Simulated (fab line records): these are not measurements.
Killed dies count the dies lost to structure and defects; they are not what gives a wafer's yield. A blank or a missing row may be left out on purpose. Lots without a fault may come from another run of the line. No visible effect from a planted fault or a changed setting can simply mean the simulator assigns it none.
Split-lot trial / flow n5-finfet / 7 lots, 21 wafers read, on a route of 1938 steps

## SPLIT DETAILS
At N5_DUMMY_GATE_ETCH_32 (etches SiO2 in CF4, target depth 3.5 nm, time 3.9 s), the setting time-s was moved away from the recipe's 3.9 s on 8 of the 21 wafers read, by -22.1% to +7.0%. For the rest of the wafers, this setting stayed at what the recipe calls for.

The reading comes from the split's own step.

## THE READING
etch.depth-nm (the simulator's own value, which no gauge read), in nm, at N5_DUMMY_GATE_ETCH_32 (etches SiO2 in CF4, target depth 3.5 nm, time 3.9 s). The file gives no usual value for it. Average 3.491 nm, standard deviation 0.028 nm, over the 13 wafers here run with the recipe.

wafer=L075.2; tool, chamber at the split=rie-si-06, 1; time-s as run, s=3.672; against the recipe=-5.8%; etch.depth-nm, nm=3.331; against lot-mates on the recipe=-0.172
wafer=L075.4; tool, chamber at the split=rie-si-06, 3; time-s as run, s=3.672; against the recipe=-5.8%; etch.depth-nm, nm=3.276; against lot-mates on the recipe=-0.227
wafer=L075.5; tool, chamber at the split=rie-si-06, 2; time-s as run, s=3.9; against the recipe=recipe; etch.depth-nm, nm=3.503; against lot-mates on the recipe=-
wafer=L081.4; tool, chamber at the split=rie-si-05, 0; time-s as run, s=3.9; against the recipe=recipe; etch.depth-nm, nm=3.494; against lot-mates on the recipe=-
wafer=L081.5; tool, chamber at the split=rie-si-05, 2; time-s as run, s=3.9; against the recipe=recipe; etch.depth-nm, nm=3.431; against lot-mates on the recipe=-
wafer=L081.6; tool, chamber at the split=rie-si-05, 1; time-s as run, s=3.9; against the recipe=recipe; etch.depth-nm, nm=3.533; against lot-mates on the recipe=-
wafer=L082.2; tool, chamber at the split=rie-si-06, 0; time-s as run, s=3.17; against the recipe=-18.7%; etch.depth-nm, nm=2.803; against lot-mates on the recipe=-0.726
wafer=L082.3; tool, chamber at the split=rie-si-06, 1; time-s as run, s=3.9; against the recipe=recipe; etch.depth-nm, nm=3.529; against lot-mates on the recipe=-
wafer=L082.6; tool, chamber at the split=rie-si-06, 2; time-s as run, s=3.17; against the recipe=-18.7%; etch.depth-nm, nm=2.846; against lot-mates on the recipe=-0.683
wafer=L085.1; tool, chamber at the split=rie-si-02, 3; time-s as run, s=3.9; against the recipe=recipe; etch.depth-nm, nm=3.459; against lot-mates on the recipe=-
wafer=L085.2; tool, chamber at the split=rie-si-02, 1; time-s as run, s=3.9; against the recipe=recipe; etch.depth-nm, nm=3.478; against lot-mates on the recipe=-
wafer=L085.5; tool, chamber at the split=rie-si-02, 1; time-s as run, s=3.9; against the recipe=recipe; etch.depth-nm, nm=3.496; against lot-mates on the recipe=-
wafer=L088.2; tool, chamber at the split=rie-si-05, 2; time-s as run, s=4.174; against the recipe=+7.0%; etch.depth-nm, nm=3.683; against lot-mates on the recipe=+0.197
wafer=L088.5; tool, chamber at the split=rie-si-05, 0; time-s as run, s=4.174; against the recipe=+7.0%; etch.depth-nm, nm=3.756; against lot-mates on the recipe=+0.270
wafer=L088.6; tool, chamber at the split=rie-si-05, 3; time-s as run, s=3.9; against the recipe=recipe; etch.depth-nm, nm=3.486; against lot-mates on the recipe=-
wafer=L093.2; tool, chamber at the split=rie-si-05, 3; time-s as run, s=3.9; against the recipe=recipe; etch.depth-nm, nm=3.516; against lot-mates on the recipe=-
wafer=L093.4; tool, chamber at the split=rie-si-05, 2; time-s as run, s=3.9; against the recipe=recipe; etch.depth-nm, nm=3.468; against lot-mates on the recipe=-
wafer=L093.6; tool, chamber at the split=rie-si-05, 2; time-s as run, s=3.9; against the recipe=recipe; etch.depth-nm, nm=3.479; against lot-mates on the recipe=-
wafer=L095.1; tool, chamber at the split=rie-si-05, 1; time-s as run, s=3.04; against the recipe=-22.1%; etch.depth-nm, nm=2.733; against lot-mates on the recipe=-0.777
wafer=L095.3; tool, chamber at the split=rie-si-05, 3; time-s as run, s=3.9; against the recipe=recipe; etch.depth-nm, nm=3.51; against lot-mates on the recipe=-
wafer=L095.4; tool, chamber at the split=rie-si-05, 0; time-s as run, s=3.04; against the recipe=-22.1%; etch.depth-nm, nm=2.732; against lot-mates on the recipe=-0.778

FIT RESULTS
A straight line over all 21 wafers: etch.depth-nm changes by +0.0346 nm for each +1% of time-s; r = +1.00; the points scatter about the line by 0.03 nm.
The same after taking each lot's own level away (the mean of its wafers on the recipe; 21 wafers): +0.0359 nm for each +1%; r = +1.00; scatter 0.029 nm.
According to that fit, moving time-s by its largest amount changes the reading by 0.79 nm.
Across the lots, their own levels run from 3.4777 to 3.5290 nm, a range of 1.9 times the standard deviation given above.
The two slopes are in agreement: the lot-to-lot level therefore moves the slope only a little.
Check: -0.8 nm against its lot-mates is what the line predicts for one of the wafers moved furthest among these (-22.1%) when that wafer is left out of the fit. Against them it came out at -0.777 nm.

## OTHER SPLITS APPLIED TO THESE WAFERS
Other splits were also applied to these wafers ahead of the reading. Each is held against what the fit with the lots' levels taken away leaves over:
other split on the same wafers=N5_WELL_APT_COAT_02 spin-rpm; wafers away from the commonest value=9; r with etch.depth-nm (lot level and that fit taken away)=-0.18
other split on the same wafers=N5_WELL_APT_PEB_06 peb-temp-c; wafers away from the commonest value=4; r with etch.depth-nm (lot level and that fit taken away)=+0.05
other split on the same wafers=N5_WELL_APT_COAT_19 spin-rpm; wafers away from the commonest value=8; r with etch.depth-nm (lot level and that fit taken away)=+0.38
other split on the same wafers=N5_WELL_APT_DEVELOP_24 develop-time-s; wafers away from the commonest value=3; r with etch.depth-nm (lot level and that fit taken away)=+0.40
other split on the same wafers=N5_FIN_SAQP_HM_DEP_72 time-s; wafers away from the commonest value=6; r with etch.depth-nm (lot level and that fit taken away)=-0.06
other split on the same wafers=N5_FIN_SAQP_EXPOSE_13 dose-mj; wafers away from the commonest value=7; r with etch.depth-nm (lot level and that fit taken away)=+0.03

## FILE'S OWN FIT
etch.depth-nm changes by +0.036 nm for each +1% of time-s, r = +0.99.
